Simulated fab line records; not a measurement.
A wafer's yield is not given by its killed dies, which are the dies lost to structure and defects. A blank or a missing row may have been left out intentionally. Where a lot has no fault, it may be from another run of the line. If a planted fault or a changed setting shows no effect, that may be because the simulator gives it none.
Which tool is to blame? | flow n5-finfet | 24 lots, 72 wafers sampled, at 4 steps of a route of 1938

## WHAT THE GAUGES READ, wafer by wafer
N5_BEOL_M7_CD_MEAS_18: pitch 80 nm, target cd 40 nm.
lot  | measured     | on        | cd-nm (nm)
L074 | day 9 11:16  | cd-sem-01 | 40.3 40.0 39.4
L075 | day 9 14:34  | cd-sem-03 | 39.8 38.4 39.0
L077 | day 11 14:20 | cd-sem-02 | 40.8 41.3 40.4
L078 | day 11 17:13 | cd-sem-01 | 39.9 41.1 39.5
L083 | day 12 00:34 | cd-sem-02 | 39.8 38.5 39.1
L076 | day 12 00:50 | cd-sem-01 | 40.8 40.8 41.1
L081 | day 12 08:47 | cd-sem-02 | 40.1 40.3 39.6
L080 | day 12 12:06 | cd-sem-01 | 40.6 39.1 38.3
L079 | day 12 18:13 | cd-sem-02 | 39.9 40.0 40.3
L082 | day 12 21:21 | cd-sem-02 | 40.2 40.1 40.8
L084 | day 13 11:02 | cd-sem-02 | 40.2 40.6 40.0
L086 | day 13 16:35 | cd-sem-02 | 39.3 39.3 39.2
L085 | day 13 16:46 | cd-sem-03 | 40.2 41.5 40.6
L087 | day 13 20:21 | cd-sem-01 | 39.3 38.6 39.1
L088 | day 13 20:41 | cd-sem-03 | 38.5 40.3 39.9
L091 | day 14 11:11 | cd-sem-02 | 40.4 40.4 39.4
L089 | day 14 20:07 | cd-sem-02 | 40.7 40.6 39.0
L093 | day 15 06:59 | cd-sem-01 | 41.0 38.7 39.9
L090 | day 15 08:32 | cd-sem-02 | 38.6 39.9 40.1
L094 | day 15 16:18 | cd-sem-03 | 39.5 40.5 40.0
L092 | day 15 16:43 | cd-sem-03 | 39.7 41.6 40.0
L095 | day 15 22:10 | cd-sem-01 | 40.9 40.5 40.8
L096 | day 16 13:00 | cd-sem-01 | 38.3 38.8 40.4
L097 | day 16 15:49 | cd-sem-03 | 39.2 39.3 38.8

N5_BEOL_M7_INSPECT_30: inspects for defects (brightfield).
lot  | measured     | on                | raw-defect-count
L074 | day 9 11:52  | defect-inspect-01 | 389 472 502
L075 | day 9 17:48  | defect-inspect-02 | 693 588 531
L077 | day 11 14:51 | defect-inspect-02 | 426 544 419
L078 | day 11 18:19 | defect-inspect-02 | 383 546 507
L083 | day 12 03:40 | defect-inspect-01 | 452 426 404
L076 | day 12 02:06 | defect-inspect-01 | 491 505 510
L081 | day 12 10:27 | defect-inspect-01 | 437 360 367
L080 | day 12 14:24 | defect-inspect-02 | 419 522 625
L079 | day 12 21:00 | defect-inspect-02 | 579 429 531
L082 | day 12 23:43 | defect-inspect-01 | 462 515 437
L084 | day 13 11:26 | defect-inspect-01 | 391 480 549
L086 | day 13 18:26 | defect-inspect-01 | 400 452 419
L085 | day 13 18:37 | defect-inspect-01 | 422 420 369
L087 | day 13 23:10 | defect-inspect-02 | 535 382 465
L088 | day 13 23:22 | defect-inspect-02 | 448 441 503
L091 | day 14 12:51 | defect-inspect-01 | 342 329 592
L089 | day 14 23:19 | defect-inspect-01 | 748 490 704
L093 | day 15 07:29 | defect-inspect-02 | 472 415 385
L090 | day 15 08:58 | defect-inspect-02 | 470 415 543
L094 | day 15 16:41 | defect-inspect-02 | 403 411 303
L092 | day 15 19:53 | defect-inspect-01 | 593 461 593
L095 | day 16 00:22 | defect-inspect-02 | 507 538 351
L096 | day 16 13:49 | defect-inspect-01 | 550 481 349
L097 | day 16 17:42 | defect-inspect-02 | 528 265 560

N5_BEOL_M7_CD_MEAS_35 targets a cd of 40 nm.
lot  | measured     | on        | cd-nm (nm)
L074 | day 9 12:29  | cd-sem-03 | 40.0 40.3 39.8
L075 | day 9 18:25  | cd-sem-03 | 40.1 38.2 39.4
L077 | day 11 15:40 | cd-sem-01 | 41.2 41.0 40.8
L078 | day 11 19:05 | cd-sem-02 | 40.8 40.2 39.5
L083 | day 12 04:24 | cd-sem-03 | 39.7 39.0 39.2
L076 | day 12 02:43 | cd-sem-01 | 40.7 41.2 41.4
L081 | day 12 11:09 | cd-sem-03 | 40.2 40.6 40.0
L080 | day 12 15:01 | cd-sem-01 | 40.5 39.5 38.4
L079 | day 12 21:52 | cd-sem-01 | 40.0 40.3 40.6
L082 | day 13 00:20 | cd-sem-02 | 40.0 39.5 40.8
L084 | day 13 12:03 | cd-sem-02 | 40.2 40.9 39.5
L086 | day 13 19:11 | cd-sem-01 | 39.7 39.7 39.2
L085 | day 13 19:20 | cd-sem-02 | 40.3 41.2 40.4
L087 | day 13 23:47 | cd-sem-03 | 39.8 39.0 39.5
L088 | day 14 00:29 | cd-sem-03 | 38.6 40.4 39.6
L091 | day 14 13:51 | cd-sem-03 | 40.1 40.4 39.3
L089 | day 14 23:56 | cd-sem-02 | 40.2 40.3 39.2
L093 | day 15 08:07 | cd-sem-01 | 40.9 38.7 39.6
L090 | day 15 09:35 | cd-sem-01 | 39.2 40.4 39.9
L094 | day 15 17:19 | cd-sem-03 | 39.3 40.4 39.8
L092 | day 15 20:31 | cd-sem-03 | 40.0 41.5 40.0
L095 | day 16 00:58 | cd-sem-01 | 40.5 40.4 41.2
L096 | day 16 14:52 | cd-sem-02 | 38.8 39.0 40.8
L097 | day 16 18:47 | cd-sem-01 | 39.3 39.9 38.9

## WHAT TOOL EACH LOT RAN ON (gives the tool, then ch and the chambers of the sampled wafers, and finally the start)
lot  | N5_BEOL_M7_HM_OPEN_17
L074 | rie-metal-02 ch 0, day 9 11:05
L075 | rie-metal-02 ch 0,1, day 9 14:25
L077 | rie-metal-01 ch 0,1, day 11 14:09
L078 | rie-metal-01 ch 0,1, day 11 17:02
L083 | rie-metal-02 ch 0,1, day 12 00:23
L076 | rie-metal-02 ch 0,1, day 12 00:39
L081 | rie-metal-01 ch 0,1, day 12 08:36
L080 | rie-metal-03 ch 0,1, day 12 11:53
L079 | rie-metal-02 ch 0,1, day 12 18:02
L082 | rie-metal-02 ch 0,1, day 12 21:01
L084 | rie-metal-01 ch 0,1, day 13 10:50
L086 | rie-metal-02 ch 0,1, day 13 16:24
L085 | rie-metal-02 ch 0,1, day 13 16:37
L087 | rie-metal-03 ch 0,1, day 13 20:04
L088 | rie-metal-03 ch 0,1, day 13 20:18
L091 | rie-metal-02 ch 0, day 14 10:53
L089 | rie-metal-03 ch 0,1, day 14 19:56
L093 | rie-metal-02 ch 0,1, day 15 06:49
L090 | rie-metal-03 ch 0,1, day 15 08:22
L094 | rie-metal-02 ch 0,1, day 15 16:01
L092 | rie-metal-02 ch 0,1, day 15 16:34
L095 | rie-metal-01 ch 0,1, day 15 21:59
L096 | rie-metal-02 ch 0,1, day 16 12:50
L097 | rie-metal-02 ch 0,1, day 16 15:33
- N5_BEOL_M7_HM_OPEN_17: chemistry Cl2/BCl3, target TiN, target depth 20 nm, overetch 6 nm.

## WHAT THE TOOLS THEMSELVES READ (means of the sampled wafers that have a number; where no wafer has one, the mark that the record gives instead)
N5_BEOL_M7_HM_OPEN_17.
lot  | tool         | drypump-motor-current-A (A) | mfc-ar-sccm (sccm) | oes-product-au (a.u.) | throttle-valve-pct (%)
L074 | rie-metal-02 | 5.8                         | 25.00              | 0.53                  | 22.8
L075 | rie-metal-02 | 5.5                         | 24.99              | 0.56                  | 22.7
L077 | rie-metal-01 | 5.9                         | 24.98              | 0.74                  | 22.2
L078 | rie-metal-01 | 5.7                         | 24.98              | 0.72                  | 22.1
L083 | rie-metal-02 | 5.5                         | 25.04              | 0.74                  | 22.4
L076 | rie-metal-02 | 5.5                         | 24.99              | 0.74                  | 22.4
L081 | rie-metal-01 | 5.9                         | 24.95              | 0.74                  | 22.2
L080 | rie-metal-03 | 5.7                         | 24.96              | 0.76                  | 21.7
L079 | rie-metal-02 | 5.1                         | 25.02              | 0.65                  | 22.4
L082 | rie-metal-02 | 5.1                         | 25.02              | 0.64                  | 22.5
L084 | rie-metal-01 | 5.9                         | 24.96              | 0.73                  | 22.2
L086 | rie-metal-02 | 5.1                         | 25.01              | 0.64                  | 22.4
L085 | rie-metal-02 | 5.5                         | 24.97              | 0.73                  | 22.4
L087 | rie-metal-03 | 5.8                         | 24.98              | 0.76                  | 21.7
L088 | rie-metal-03 | 5.7                         | 25.00              | 0.76                  | 21.7
L091 | rie-metal-02 | 5.8                         | 25.06              | 0.79                  | 22.3
L089 | rie-metal-03 | 5.7                         | 25.06              | 0.74                  | 22.0
L093 | rie-metal-02 | 5.1                         | 25.03              | 0.63                  | 22.5
L090 | rie-metal-03 | 5.7                         | 24.97              | 0.74                  | 21.8
L094 | rie-metal-02 | 5.5                         | 25.07              | 0.71                  | 22.4
L092 | rie-metal-02 | 5.5                         | 25.00              | 0.71                  | 22.4
L095 | rie-metal-01 | 5.7                         | 25.09              | 0.69                  | 22.2
L096 | rie-metal-02 | 5.5                         | 24.92              | 0.70                  | 22.4
L097 | rie-metal-02 | 5.5                         | 24.93              | 0.69                  | 22.4

## THE ANSWER, worked out from the rows above alone
Rule: the usual values come from the lots themselves. The widest of any qualifying gaps counts: lots, ordered by their means at a reading, are off when they make up no more than a third of the lots, leave a main group of 4 or more, and stand apart from it by 3 or more times the standard deviation of that group's means. Not used: any main group whose means are identical at the precision the tables above print for the reading. Also off: a lot with no number at a reading for which 4 or more lots have one. The other lots that the step has rows for count as sound. Order of review: gauges by route order, followed by the tools' own readings, for which a lot's mean as printed above is used. At the first step where some lot is off, the reading lying furthest off is the one used; lots without a number count as furthest.
No lot is off on any of the readings shown, so nothing can be concluded from this.

## WHAT THE SIMULATOR PUT IN
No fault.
